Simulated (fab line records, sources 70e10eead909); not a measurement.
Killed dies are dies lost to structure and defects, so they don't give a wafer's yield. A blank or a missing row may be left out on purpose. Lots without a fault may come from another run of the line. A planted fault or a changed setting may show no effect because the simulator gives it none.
fab line records | flow nand_harc
record lots=6 wafers=18 last_day=32
route steps=1302 shown A_CHANNEL_HOLE_D1@462
lots that met no fault: from a run of the same line without faults
start_h: hours from the record's first day to the start of the lot's first wafer shown | wait_h: hours since the lot's step before | " the same as in the row above | L1.1+2: a row that stands for several wafers | - no value, or no start given | * or withheld: withheld | < > ~ a bound
route shown NAME@n: a module of which the file shows steps, and the number in the route of the first | usual: mean/standard deviation of fault-free wafers | same: alike in all rows | chamber/n: place in a boat | sites: the reading at each site | _std_site: their standard deviation | _edge_site: outer sites' mean less inner sites' | radius_mm: how far each site lies from the wafer's centre | mask NAME#n: copy n | behind: the tool/chamber that last shaped the wafer | hold: why the lot was held/for how many hours/how that ended | device: the transistor (n, p or np) that didn't switch | end of line: the same wafers' tests at the end of the route | a step without rows: its recipe alone | killed: dies lost to structure and defects at the first sort, not the wafer's yield | map: a wafer's dies, x killed, . not, _ none there
set.NAME: the setting as run; set.NAME@STEP: as run at that earlier step | model.NAME: the simulator's own value behind a step, which no gauge read
lots at some steps of the route; a table a step, a row a wafer
services: from which hour (start_h, from the record's first day; less than 0 if before it) a tool's chamber was out of use, for how many hours, and why
## steps
# step NHARC_A_CHANNEL_HOLE_D1_CD_MEAS_10
# recipe target_cd_nm=100 landing_energy_ev=500
# usual cd_nm=99.9/0.45
# columns lot.wafer tool chamber start_h wait_h cd_nm
L436.3 cd_sem-02 0 174.97 - 100.4
L436.5 " 0 " " 100.0
L436.6 " 0 " " 100.1
L439.3 cd_sem-01 0 206.17 - 99.6
L439.5 " 0 " " 99.6
L439.6 " 0 " " 99.9
L448.2 cd_sem-03 0 294.24 - 100.8
L448.5 " 0 " " 99.7
L448.6 " 0 " " 100.5
L449.1 cd_sem-02 0 302.49 - 99.5
L449.2 " 0 " " 100.4
L449.3 " 0 " " 99.8
L450.1 cd_sem-02 0 322.62 - 99.5
L450.3 " 0 " " 99.6
L450.6 " 0 " " 99.2
L458.1 cd_sem-01 0 395.13 - 100.2
L458.3 " 0 " " 100.6
L458.5 " 0 " " 100.4
# step NHARC_A_CHANNEL_HOLE_D1_OVL_MEAS_11
# usual overlay_x_nm=0.0/0.85 overlay_y_nm=-0.2/0.82
# columns lot.wafer tool chamber start_h wait_h overlay_x_nm overlay_y_nm
L436.3 overlay-02 - 175.05 - -0.1 -0.5
L436.5 " - " " -0.1 -0.5
L436.6 " - " " -0.3 -1.3
L439.3 overlay-02 - 206.25 - 0.1 0.9
L439.5 " - " " -0.1 0.6
L439.6 " - " " -0.1 1.0
L448.2 overlay-02 - 294.33 - 0.6 0.3
L448.5 " - " " 0.3 -0.4
L448.6 " - " " 0.3 0.1
L449.1 overlay-01 - 302.58 - 1.2 -0.8
L449.2 " - " " 0.9 -0.7
L449.3 " - " " 1.2 -1.0
L450.1 overlay-01 - 322.71 - -0.6 0.3
L450.3 " - " " -0.1 0.0
L450.6 " - " " -0.3 -0.3
L458.1 overlay-02 - 395.22 - -1.1 -0.3
L458.3 " - " " -0.3 -0.4
L458.5 " - " " -0.2 -0.7
# step NHARC_A_CHANNEL_HOLE_D1_INSPECT_12
# usual raw_defect_count=5.7/3
# columns lot.wafer tool chamber start_h wait_h raw_defect_count
L436.3 defect_inspect-02 - 175.09 0.0 5
L436.5 " - " " 16
L436.6 " - " " 2
L439.3 defect_inspect-01 - 206.29 0.0 3
L439.5 " - " " 4
L439.6 " - " " 9
L448.2 defect_inspect-01 - 294.37 0.0 11
L448.5 " - " " 4
L448.6 " - " " 6
L449.1 defect_inspect-01 - 302.62 0.0 2
L449.2 " - " " 6
L449.3 " - " " 6
L450.1 defect_inspect-01 - 322.75 0.0 7
L450.3 " - " " 9
L450.6 " - " " 5
L458.1 defect_inspect-01 - 395.26 0.0 7
L458.3 " - " " 2
L458.5 " - " " 0
# step NHARC_A_CHANNEL_HOLE_D1_DESCUM_15
# recipe time_s=3 o2_flow_sccm=200 ar_flow_sccm=0 bias_power_w=0 chemistry=O2
# usual drypump_motor_current_A=5.7/0.35 oes_product_au=0.999/0.01 rf_vpp_V=57.8/0.95 showerhead_plenum_p_Torr=1.91/0.093 throttle_valve_pct=11.311/0.0091
# columns lot.wafer tool chamber start_h wait_h drypump_motor_current_A oes_product_au rf_hours_counter_h rf_vpp_V showerhead_plenum_p_Torr throttle_valve_pct
L436.3 rie_diel-02 0 175.15 0.1 5.9 1.009 11 58.6 1.90 11.310
L436.5 " 0 " " 5.9 1.005 - 59.0 1.90 11.318
L436.6 " 1 " " 6.1 1.011 - 59.3 2.03 11.316
L439.3 rie_diel-02 0 206.35 0.1 5.8 1.020 15 57.6 1.90 11.312
L439.5 " 0 " " 5.8 0.999 - 57.2 1.90 11.322
L439.6 " 3 " " 5.8 0.997 - 57.5 1.80 11.305
L448.2 rie_diel-01 0 294.45 0.1 5.4 1.002 27 58.2 1.86 11.310
L448.6 " 1 " " 5.6 0.991 - 59.0 1.95 11.328
L448.5 " 2 " " 6.0 1.012 - 58.6 1.92 11.313
L449.1 rie_diel-01 0 302.69 0.1 5.3 0.995 30 58.0 1.86 11.312
L449.3 " 1 " " 5.7 0.990 24 58.3 1.95 11.319
L449.2 " 2 " " 6.0 1.003 31 56.8 1.92 11.322
L450.1 rie_diel-07 3 322.81 0.1 5.8 0.994 11 57.0 1.88 11.315
L450.3 " 2 " " 5.5 0.988 8 57.5 1.88 11.296
L450.6 " 3 " " 5.9 0.988 - 57.4 1.88 11.324
L458.1 rie_diel-07 0 395.33 0.1 5.0 1.012 37 56.6 1.83 11.312
L458.3 " 1 " " 5.3 1.005 34 58.1 2.05 11.317
L458.5 " 0 " " 5.0 1.015 - 58.2 1.83 11.317
# step NHARC_A_CHANNEL_HOLE_D1_ETCH_38
# recipe target_depth_a=390 over_etch_frac=0.3 time_s=65 ion_energy_ev=80 cf4_flow_sccm=150 ar_flow_sccm=0 rf_w=300 bias_w=100 chemistry=CF4
# usual bias_w=100.03/0.29 drypump_motor_current_A=5.7/0.35 oes_product_au=0.998/0.0092 rf_vpp_V=151.2/1.3 showerhead_plenum_p_Torr=1.77/0.08 throttle_valve_pct=13.283/0.0097
# columns lot.wafer tool chamber start_h wait_h bias_w drypump_motor_current_A oes_product_au rf_hours_counter_h rf_vpp_V showerhead_plenum_p_Torr throttle_valve_pct
L436.3 rie_diel-02 1 175.24 0.1 100.05 6.2 1.009 11 152.9 1.87 13.281
L436.6 " 1 " " 100.02 6.2 1.004 - 152.6 1.87 13.297
L436.5 " 2 " " 99.85 5.3 0.999 - 151.9 1.89 13.288
L439.3 rie_diel-02 2 206.45 0.1 99.88 5.3 0.996 16 152.2 1.89 13.279
L439.6 " 3 " " 100.36 5.8 1.001 - 149.8 1.67 13.281
L439.5 " 0 " " 100.12 5.9 1.013 - 151.1 1.76 13.298
L448.2 rie_diel-01 3 294.51 0.1 100.41 6.2 1.002 30 150.4 1.70 13.264
L448.6 " 3 " " 100.33 6.2 1.004 - 150.4 1.70 13.277
L448.5 " 0 " " 99.90 5.3 1.001 - 151.3 1.72 13.279
L449.1 rie_diel-01 3 302.76 0.1 100.07 6.2 1.011 33 150.1 1.69 13.274
L449.2 " 1 " " 99.92 5.6 0.991 24 151.2 1.80 13.281
L449.3 " 2 " " 100.05 6.0 1.004 31 150.4 1.77 13.280
L450.1 rie_diel-07 2 322.90 0.1 99.97 5.5 0.994 8 150.0 1.74 13.284
L450.3 " 0 " " 100.15 5.0 0.996 9 149.8 1.70 13.272
L450.6 " 2 " " 100.32 5.5 0.988 - 150.9 1.74 13.277
L458.1 rie_diel-07 2 395.40 0.1 99.79 5.5 0.992 32 149.9 1.73 13.303
L458.3 " 1 " " 100.39 5.3 1.010 34 152.1 1.88 13.298
L458.5 " 3 " " 100.26 5.8 0.998 - 151.2 1.74 13.285
# step NHARC_A_CHANNEL_HOLE_D1_ETCH_39
# recipe target_depth_a=2600 over_etch_frac=0.3 time_s=325 ion_energy_ev=200 n2_flow_sccm=150 h2_flow_sccm=150 ar_flow_sccm=0 rf_w=400 bias_w=150 chemistry=N2/H2
# step NHARC_A_CHANNEL_HOLE_D1_ETCH_34
# recipe target_depth_a=1540 time_s=77 cf4_flow_sccm=100 chf3_flow_sccm=30 ar_flow_sccm=0 rf_w=500 bias_w=200 chemistry=CF4/CHF3
# step NHARC_A_CHANNEL_HOLE_D1_ETCH_16
# recipe target_depth_a=31000 over_etch_frac=0.3 time_s=806 ion_energy_ev=150 o2_flow_sccm=400 cos_flow_sccm=20 ar_flow_sccm=0 rf_w=500 bias_w=300 chemistry=O2/COS
# step NHARC_A_CHANNEL_HOLE_D1_CD_MEAS_18
# usual cd_nm=99.7/1.9
# columns lot.wafer tool chamber start_h wait_h cd_nm
L436.3 cd_sem-01 - 176.26 - 100.8
L436.5 " - " " 98.6
L436.6 " - " " 97.9
L439.3 cd_sem-03 - 207.67 - 101.5
L439.5 " - " " 98.5
L439.6 " - " " 102.0
L448.2 cd_sem-02 - 295.53 - 97.5
L448.5 " - " " 101.3
L448.6 " - " " 98.8
L449.1 cd_sem-03 - 303.78 - 96.7
L449.2 " - " " 97.8
L449.3 " - " " 100.4
L450.1 cd_sem-03 - 324.04 - 102.3
L450.3 " - " " 101.9
L450.6 " - " " 99.6
L458.1 cd_sem-03 - 396.56 - 99.5
L458.3 " - " " 100.0
L458.5 " - " " 97.9
# step NHARC_A_CHANNEL_HOLE_D1_ETCH_19
# recipe bias_v=1200 source_w=2500 pressure_mtorr=15 time_s=34.5 ar_flow_sccm=375 c4f8_flow_sccm=28.8 o2_flow_sccm=96.2 temp_c=-20 target_depth_a=* chemistry=C4F8/O2/Ar
# step NHARC_A_CHANNEL_HOLE_D1_ETCH_20
# recipe bias_v=3000 source_w=withheld pressure_mtorr=20 time_s=361.9 ar_flow_sccm=375 c4f8_flow_sccm=89.3 o2_flow_sccm=35.7 temp_c=-20 target_depth_a=16000 chemistry=C4F8/O2/Ar
# step NHARC_A_CHANNEL_HOLE_D1_ETCH_21
# recipe bias_v=3000 source_w=withheld pressure_mtorr=20 time_s=514.3 ar_flow_sccm=375 c4f8_flow_sccm=89.3 o2_flow_sccm=35.7 temp_c=-20 target_depth_a=16000 chemistry=C4F8/O2/Ar
# usual drypump_motor_current_A=5.85/0.15 showerhead_plenum_p_Torr=3.60/0.14 throttle_valve_pct=32.156/0.0089
# columns lot.wafer tool chamber start_h wait_h drypump_motor_current_A rf_hours_counter_h showerhead_plenum_p_Torr throttle_valve_pct
L436.3 har_etch-02 0 176.98 0.3 5.93 - 3.57 32.167
L436.6 " 1 " " 5.62 - 3.43 32.161
L436.5 " 0 " " 5.92 - 3.57 32.160
L439.3 har_etch-01 1 208.31 0.3 5.73 - 3.54 32.155
L439.6 " 1 " " 5.76 - 3.54 32.154
L439.5 " 0 " " 6.05 - 3.72 32.150
L448.2 har_etch-01 1 296.11 0.3 5.69 153 3.51 32.155
L448.5 " 0 " " 6.03 - 3.70 32.167
L448.6 " 1 " " 5.68 - 3.51 32.153
L449.1 har_etch-01 1 304.29 0.3 5.71 157 3.51 32.163
L449.2 " 0 " " 6.01 157 3.69 32.157
L449.3 " 1 " " 5.67 - 3.51 32.151
L450.1 har_etch-01 1 324.62 0.3 5.75 169 3.50 32.159
L450.3 " 0 " " 6.03 - 3.69 32.168
L450.6 " 1 " " 5.74 - 3.50 32.168
L458.1 har_etch-02 1 400.12 0.3 5.67 0 3.92 32.166
L458.3 " 1 " " 5.63 - 3.92 32.161
L458.5 " 0 " " 5.91 - 3.93 32.159
# step NHARC_A_CHANNEL_HOLE_D1_ETCH_22
# recipe bias_v=3000 source_w=withheld pressure_mtorr=20 time_s=666.7 ar_flow_sccm=375 c4f8_flow_sccm=89.3 o2_flow_sccm=35.7 temp_c=-20 target_depth_a=16000 chemistry=C4F8/O2/Ar
# usual drypump_motor_current_A=5.85/0.15 showerhead_plenum_p_Torr=3.60/0.14 throttle_valve_pct=32.156/0.0088
# columns lot.wafer tool chamber start_h wait_h drypump_motor_current_A rf_hours_counter_h showerhead_plenum_p_Torr throttle_valve_pct
L436.3 har_etch-02 0 177.48 0.4 5.93 - 3.57 32.147
L436.6 " 1 " " 5.66 - 3.43 32.162
L436.5 " 0 " " 5.94 - 3.57 32.166
L439.3 har_etch-01 1 208.80 0.4 5.72 - 3.54 32.156
L439.6 " 1 " " 5.74 - 3.54 32.156
L439.5 " 0 " " 6.00 - 3.72 32.164
L448.2 har_etch-01 1 296.58 0.4 5.73 154 3.51 32.160
L448.5 " 0 " " 6.00 - 3.70 32.149
L448.6 " 1 " " 5.69 - 3.51 32.171
L449.1 har_etch-01 1 304.73 0.4 5.74 158 3.51 32.156
L449.2 " 0 " " 6.01 158 3.69 32.158
L449.3 " 1 " " 5.77 - 3.51 32.150
L450.1 har_etch-01 1 325.08 0.4 5.73 169 3.50 32.170
L450.3 " 0 " " 6.04 - 3.69 32.141
L450.6 " 1 " " 5.73 - 3.50 32.158
L458.1 har_etch-02 1 400.58 0.4 5.65 1 3.92 32.155
L458.3 " 1 " " 5.63 - 3.92 32.169
L458.5 " 0 " " 5.93 - 3.93 32.163
# step NHARC_A_CHANNEL_HOLE_D1_ETCH_23
# recipe bias_v=5000 source_w=withheld pressure_mtorr=20 time_s=819 ar_flow_sccm=375 c4f8_flow_sccm=89.3 o2_flow_sccm=35.7 temp_c=-20 target_depth_a=16000 chemistry=C4F8/O2/Ar
# step NHARC_A_CHANNEL_HOLE_D1_ETCH_24
# recipe bias_v=5000 source_w=withheld pressure_mtorr=20 time_s=906.2 ar_flow_sccm=375 c4f8_flow_sccm=93.8 o2_flow_sccm=31.2 temp_c=-20 target_depth_a=15000 chemistry=C4F8/O2/Ar
# usual drypump_motor_current_A=5.85/0.15 showerhead_plenum_p_Torr=3.60/0.14 throttle_valve_pct=32.234/0.0092
# columns lot.wafer tool chamber start_h wait_h drypump_motor_current_A rf_hours_counter_h showerhead_plenum_p_Torr throttle_valve_pct
L436.3 har_etch-02 0 178.85 0.6 5.94 - 3.56 32.226
L436.6 " 1 " " 5.64 - 3.43 32.242
L436.5 " 0 " " 5.94 - 3.56 32.243
L439.3 har_etch-01 1 210.11 0.6 5.70 - 3.53 32.225
L439.6 " 1 " " 5.73 - 3.53 32.241
L439.5 " 0 " " 6.01 - 3.72 32.226
L448.2 har_etch-01 1 297.87 0.6 5.72 155 3.50 32.248
L448.5 " 0 " " 5.99 - 3.69 32.231
L448.6 " 1 " " 5.69 - 3.50 32.253
L449.1 har_etch-01 1 305.99 0.6 5.73 159 3.50 32.226
L449.2 " 0 " " 6.03 159 3.69 32.225
L449.3 " 1 " " 5.70 - 3.50 32.231
L450.1 har_etch-01 1 326.40 0.6 5.77 170 3.50 32.235
L450.3 " 0 " " 6.02 - 3.68 32.233
L450.6 " 1 " " 5.72 - 3.50 32.231
L458.1 har_etch-02 1 401.88 0.6 5.60 2 3.91 32.221
L458.3 " 1 " " 5.59 - 3.91 32.235
L458.5 " 0 " " 5.90 - 3.93 32.237
# step NHARC_A_CHANNEL_HOLE_D1_ETCH_25
# recipe bias_v=5000 source_w=withheld pressure_mtorr=20 time_s=1040.2 ar_flow_sccm=375 c4f8_flow_sccm=93.8 o2_flow_sccm=31.2 temp_c=-20 target_depth_a=15000 chemistry=C4F8/O2/Ar
# step NHARC_A_CHANNEL_HOLE_D1_ETCH_26
# recipe bias_v=300 source_w=2000 pressure_mtorr=30 time_s=224.1 ar_flow_sccm=375 c4f8_flow_sccm=11.4 o2_flow_sccm=113.6 temp_c=-20 target_depth_a=3000 chemistry=C4F8/O2/Ar
# step NHARC_A_CHANNEL_HOLE_D1_ETCH_33
# recipe bias_v=400 source_w=2000 pressure_mtorr=25 time_s=90 ar_flow_sccm=375 c4f8_flow_sccm=41.7 o2_flow_sccm=83.3 temp_c=-20 target_depth_a=4000 chemistry=C4F8/O2/Ar
# step NHARC_A_CHANNEL_HOLE_D1_STRIP_41
# recipe n2_flow_sccm=150 h2_flow_sccm=150 ar_flow_sccm=0 bias_w=0 chemistry=N2/H2
# step NHARC_A_CHANNEL_HOLE_D1_STRIP_42
# recipe cf4_flow_sccm=100 chf3_flow_sccm=30 ar_flow_sccm=0 bias_w=0 chemistry=CF4/CHF3
# step NHARC_A_CHANNEL_HOLE_D1_STRIP_43
# recipe o2_flow_sccm=400 cos_flow_sccm=20 ar_flow_sccm=0 bias_w=0 chemistry=O2/COS
# step NHARC_A_CHANNEL_HOLE_D1_ETCH_44
# recipe target_depth_a=1400 overetch_a=140 time_s=77 ion_energy_ev=100 cf4_flow_sccm=80 o2_flow_sccm=20 ar_flow_sccm=0 rf_w=300 bias_w=100 chemistry=CF4/O2
# usual bias_w=100.0/0.31 drypump_motor_current_A=5.6/0.36 oes_product_au=0.999/0.011 rf_vpp_V=197.9/1.6 showerhead_plenum_p_Torr=1.34/0.067 throttle_valve_pct=13.398/0.0082
# columns lot.wafer tool chamber start_h wait_h bias_w drypump_motor_current_A oes_product_au rf_hours_counter_h rf_vpp_V showerhead_plenum_p_Torr throttle_valve_pct
L436.3 rie_diel-02 1 181.05 0.1 99.7 6.1 1.016 12 200.6 1.41 13.400
L436.5 " 3 " " 99.4 5.8 1.007 - 196.4 1.26 13.397
L436.6 " 0 " " 100.0 5.9 1.010 - 196.6 1.33 13.399
L439.3 rie_diel-02 0 212.44 0.1 99.2 5.9 1.013 16 197.6 1.32 13.386
L439.5 " 3 " " 100.0 5.8 1.000 - 196.2 1.26 13.404
L439.6 " 0 " " 99.6 5.9 1.011 - 198.5 1.32 13.397
L448.2 rie_diel-02 3 300.35 0.1 100.2 5.8 0.990 7 195.3 1.25 13.401
L448.6 " 0 " " 100.2 5.9 1.010 - 196.6 1.32 13.403
L448.5 " 1 " " 100.1 6.1 0.999 - 199.6 1.41 13.394
L449.3 rie_diel-02 2 308.58 0.0 99.5 5.2 0.983 7 198.1 1.43 13.403
L449.2 " 3 " " 99.3 5.8 0.981 7 196.0 1.25 13.394
L449.1 " 1 " " 100.4 6.1 1.009 3 199.8 1.41 13.404
L450.3 rie_diel-02 1 328.86 0.1 99.9 6.1 1.008 4 199.7 1.41 13.380
L450.1 " 2 " " 100.4 5.2 0.984 8 199.6 1.43 13.393
L450.6 " 1 " " 100.2 6.1 1.002 - 198.5 1.41 13.400
L458.1 rie_diel-02 3 404.36 0.1 100.1 5.8 0.996 0 195.8 1.25 13.390
L458.3 " 0 " " 99.8 5.9 1.010 0 197.7 1.32 13.387
L458.5 " 2 " " 100.4 5.2 0.988 - 200.2 1.43 13.389
# step NHARC_A_CHANNEL_HOLE_D1_STRIP_27
# recipe o2_flow_sccm=500 ar_flow_sccm=0 bias_w=0 chemistry=O2
# step NHARC_A_CHANNEL_HOLE_D1_PRECLEAN_28
# recipe time_s=* temp_c=50 bath_age_min=0 chemistry=SC1
# step NHARC_A_CHANNEL_HOLE_D1_SRD_29
# step NHARC_A_CHANNEL_HOLE_D1_CD_MEAS_30
# usual cd_nm=89.6/1.1
# columns lot.wafer tool chamber start_h wait_h cd_nm
L436.3 cd_sem-01 - 181.84 - 88.7
L436.5 " - " " 89.9
L436.6 " - " " 92.0
L439.3 cd_sem-03 - 213.23 - 91.0
L439.5 " - " " 88.9
L439.6 " - " " 90.4
L448.2 cd_sem-01 - 301.14 - 90.5
L448.5 " - " " 89.5
L448.6 " - " " 90.9
L449.1 cd_sem-03 - 309.37 - 89.1
L449.2 " - " " 88.8
L449.3 " - " " 88.5
L450.1 cd_sem-01 - 329.66 - 89.5
L450.3 " - " " 89.6
L450.6 " - " " 89.7
L458.1 cd_sem-03 - 405.15 - 90.3
L458.3 " - " " 90.2
L458.5 " - " " 89.8
# step NHARC_A_CHANNEL_HOLE_D1_XSEM_31
# recipe landing_energy_ev=35000
# usual bot_cd_nm=74.4/1.2 bow_nm=8.52/0.23 tilt_deg=0.08/0.045
# columns lot.wafer tool chamber start_h wait_h bot_cd_nm bow_nm tilt_deg
L436.3 xsem-02 0 181.93 0.1 74.0 8.77 0.03
L436.5 " 0 " " 75.0 8.80 0.03
L436.6 " 0 " " 77.0 8.78 0.03
L439.3 xsem-02 0 213.33 0.1 76.3 8.43 0.12
L439.5 " 0 " " 74.4 8.44 0.12
L439.6 " 0 " " 75.1 8.45 0.12
L448.2 xsem-01 0 301.23 0.1 74.8 8.71 0.06
L448.5 " 0 " " 73.8 8.73 0.06
L448.6 " 0 " " 75.6 8.79 0.05
L449.1 xsem-01 0 309.46 0.1 74.3 8.57 0.09
L449.2 " 0 " " 75.3 9.60 0.09
L449.3 " 0 " " 73.7 8.70 0.09
L450.1 xsem-01 0 329.75 0.1 73.6 8.91 0.12
L450.3 " 0 " " 73.8 9.99 0.12
L450.6 " 0 " " 74.4 8.81 0.12
L458.1 xsem-02 0 405.24 0.1 73.5 8.22 -0.01
L458.3 " 0 " " 73.6 8.21 -0.01
L458.5 " 0 " " 73.6 8.28 -0.01
# step NHARC_A_CHANNEL_HOLE_D1_INSPECT_40
# usual raw_defect_count=70/27
# columns lot.wafer tool chamber start_h wait_h raw_defect_count
L436.3 defect_inspect-02 - 182.03 - 156
L436.5 " - " " 100
L436.6 " - " " 138
L439.3 defect_inspect-02 - 213.42 - 46
L439.5 " - " " 71
L439.6 " - " " 58
L448.2 defect_inspect-01 - 301.32 - 62
L448.5 " - " " 55
L448.6 " - " " 42
L449.1 defect_inspect-01 - 309.56 - 82
L449.2 " - " " 66
L449.3 " - " " 84
L450.1 defect_inspect-02 - 329.85 - 45
L450.3 " - " " 30
L450.6 " - " " 48
L458.1 defect_inspect-01 - 405.34 - 56
L458.3 " - " " 56
L458.5 " - " " 48
## services
# columns tool chamber start_h hours kind
rie_diel-02 0 171.60 - clean
rie_diel-02 1 171.60 - clean
rie_diel-02 2 171.60 - clean
rie_diel-02 3 171.60 - clean
rie_diel-02 1 182.95 24.7 repair
rie_diel-02 0 196.10 - clean
rie_diel-02 2 196.10 - clean
rie_diel-02 3 196.10 - clean
rie_diel-01 1 199.62 19.6 repair
rie_diel-01 - 205.41 9.0 pm
rie_diel-02 - 216.70 9.0 pm
rie_diel-02 0 216.70 9.0 vent_cycle
rie_diel-02 1 216.70 9.0 vent_cycle
rie_diel-02 2 216.70 9.0 vent_cycle
rie_diel-02 3 216.70 9.0 vent_cycle
rie_diel-02 1 242.68 32.1 repair
rie_diel-07 - 296.83 9.0 pm
rie_diel-01 0 349.82 14.4 repair
rie_diel-07 2 364.79 12.7 repair
xsem-01 - 374.00 14.0 pm
har_etch-02 - 382.62 17.0 pm
rie_diel-01 - 383.18 9.0 pm
rie_diel-02 - 393.70 9.0 pm
rie_diel-01 0 397.08 3.2 repair
## key
first_sign step=NHARC_A_CHANNEL_HOLE_D1_XSEM_31 reading=bow_nm direction=up sigmas=5.5 usual=8.52 struck=9.80
effect none on later readings
met_at NHARC_A_CHANNEL_HOLE_D1_ETCH_22
struck_wafers L449.2,L450.3
tester_left_out L449,L450
onset_between 296.58 304.73
fault kind=process_parameter_drift tool=har_etch-01 chamber=0 onset_h=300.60 steps=NHARC_A_CHANNEL_HOLE_D1_ETCH_22 channel=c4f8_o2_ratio offset=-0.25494 shape=step end_h=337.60 acts_in=these_recipes_only stated=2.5
# tester_left_out: of these lots the tester's yield and bins aren't shown, on N5 and GAA mostly nor the transistor test; their killed dies are dies lost to structure and defects alone, not to doping, threshold or leakage, so they don't give the yield
